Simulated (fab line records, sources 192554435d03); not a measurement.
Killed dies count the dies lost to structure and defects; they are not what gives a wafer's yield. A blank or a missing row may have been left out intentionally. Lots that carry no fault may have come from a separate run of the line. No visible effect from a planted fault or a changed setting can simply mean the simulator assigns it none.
One fault seen from 3 desks || flow n5Finfet || every desk sees just its own numbers, and what lay behind them comes last

== TOOL OWNER'S DESK, vaporEtch-02 ==
The tool's own readings at N5_FIN_CUT_PRECLEAN_35 (cleans in vHF, time 13.3 s): means of the sampled wafers that have a number, for each lot that ran on this tool. Any lot whose mean is over 4 standard deviations away from the usual mean is out of limits and marked OUT; that distance is given in the brackets.
Columns: A = drypumpMotorCurrentA at N5_FIN_CUT_PRECLEAN_35, usual 5.92 A; B = tempC at N5_FIN_CUT_PRECLEAN_35, usual 44.99 C
{"lot": "L398", "first seen here": "day 2 16:17", "A": 5.88, "B": 45.03}
{"lot": "L401", "first seen here": "day 3 08:52", "A": 5.90, "B": 45.10}
{"lot": "L403", "first seen here": "day 3 21:25", "A": 5.82, "B": 44.83}
{"lot": "L404", "first seen here": "day 4 05:19", "A": 5.86, "B": 45.01}
{"lot": "L405", "first seen here": "day 4 09:45", "A": 5.92, "B": 44.90}
{"lot": "L406", "first seen here": "day 4 18:22", "A": 5.89, "B": 44.92}
{"lot": "L408", "first seen here": "day 5 06:35", "A": 5.84, "B": 45.04}
This desk's verdict: no lot among the 7 shows anything out of limits.

== FROM THE METROLOGY DESK ==
What the gauges read for every lot (on any tool): the sampled wafers with a number, averaged. Any lot whose mean is over 4 standard deviations away from the usual mean is out of limits and marked OUT; that distance is given in the brackets. Readings shown: 7 of its 11, picked as those furthest out on some lot.
Columns: A = FIN_CUT_OVL at N5_FIN_CUT_OVL_MEAS_09, usual -0.3 nm; B = DIBL_N at N5_BEOL_M4_RC_MEAS_101, usual 36.2 mV/V; C = IOFF_N at N5_BEOL_M4_RC_MEAS_101, usual 0.16 nA/um; D = IOFF_P at N5_BEOL_M4_RC_MEAS_101, usual 0.21 nA/um; E = ION_N at N5_BEOL_M4_RC_MEAS_101, usual 675 uA/um; F = VT_N at N5_BEOL_M4_RC_MEAS_101, usual 249 mV; G = VT_P at N5_BEOL_M4_RC_MEAS_101, usual -252 mV
{"lot": "L398", "first seen here": "day 2 15:38", "A": -0.5, "B": 38.4, "C": 0.20, "D": 0.27, "E": 685, "F": 246, "G": -245}
{"lot": "L399", "first seen here": "day 2 21:12", "A": -0.1, "B": 36.6, "C": 0.17, "D": 0.21, "E": 672, "F": 250, "G": -252}
{"lot": "L401", "first seen here": "day 3 08:13", "A": 0.0, "B": 35.9, "C": 0.15, "D": 0.19, "E": 675, "F": 250, "G": -250}
{"lot": "L402", "first seen here": "day 3 15:11", "A": -0.9, "B": 35.2, "C": 0.16, "D": 0.21, "E": 681, "F": 247, "G": -250}
{"lot": "L403", "first seen here": "day 3 20:47", "A": 0.3, "B": 36.1, "C": 0.16, "D": 0.20, "E": 670, "F": 248, "G": -253}
{"lot": "L404", "first seen here": "day 4 04:14", "A": -1.1, "B": 38.8, "C": 0.25, "D": 0.29, "E": 698, "F": 242, "G": -246}
{"lot": "L405", "first seen here": "day 4 09:07", "A": -0.1, "B": 34.7, "C": 0.14, "D": 0.17, "E": 677, "F": 250, "G": -252}
{"lot": "L406", "first seen here": "day 4 17:42", "A": -0.8, "B": 36.9, "C": 0.17, "D": 0.22, "E": 680, "F": 248, "G": -253}
{"lot": "L408", "first seen here": "day 5 05:54", "A": 0.7, "B": 35.0, "C": 0.14, "D": 0.17, "E": 672, "F": 251, "G": -254}
{"lot": "L415", "first seen here": "day 7 02:43", "A": 0.6, "B": 35.4, "C": 0.16, "D": 0.21, "E": 678, "F": 248, "G": -251}
{"lot": "L417", "first seen here": "day 7 09:17", "A": -0.1, "B": 37.2, "C": 0.18, "D": 0.24, "E": 689, "F": 248, "G": -247}
This desk's verdict: no lot among the 11 shows anything out of limits.

== THE DEFECT DESK ==
For each lot, the counts of the inspections along the route, averaged over the sampled wafers that have a number. Any lot whose mean is over 4 standard deviations away from the usual mean is out of limits and marked OUT; that distance is given in the brackets.
Columns: A = rawDefectCount at N5_FIN_CUT_INSPECT_17, usual 262
{"lot": "L398", "first seen here": "day 2 16:38", "A": 184}
{"lot": "L399", "first seen here": "day 2 22:12", "A": 193}
{"lot": "L401", "first seen here": "day 3 09:13", "A": 172}
{"lot": "L402", "first seen here": "day 3 16:31", "A": 217}
{"lot": "L403", "first seen here": "day 3 21:47", "A": 252}
{"lot": "L404", "first seen here": "day 4 05:41", "A": 242}
{"lot": "L405", "first seen here": "day 4 10:07", "A": 315}
{"lot": "L406", "first seen here": "day 4 18:44", "A": 417}
{"lot": "L408", "first seen here": "day 5 06:58", "A": 298}
{"lot": "L415", "first seen here": "day 7 03:47", "A": 353}
{"lot": "L417", "first seen here": "day 7 10:43", "A": 259}
This desk's verdict: no lot among the 11 shows anything out of limits.

== ALL TOGETHER ==
The desk of the tool owner found nothing out of limits.
At the metrology desk, nothing out of limits was observed.
No out-of-limits result turned up at the defect desk.

== WHAT THE SIMULATOR HAD INSERTED ==
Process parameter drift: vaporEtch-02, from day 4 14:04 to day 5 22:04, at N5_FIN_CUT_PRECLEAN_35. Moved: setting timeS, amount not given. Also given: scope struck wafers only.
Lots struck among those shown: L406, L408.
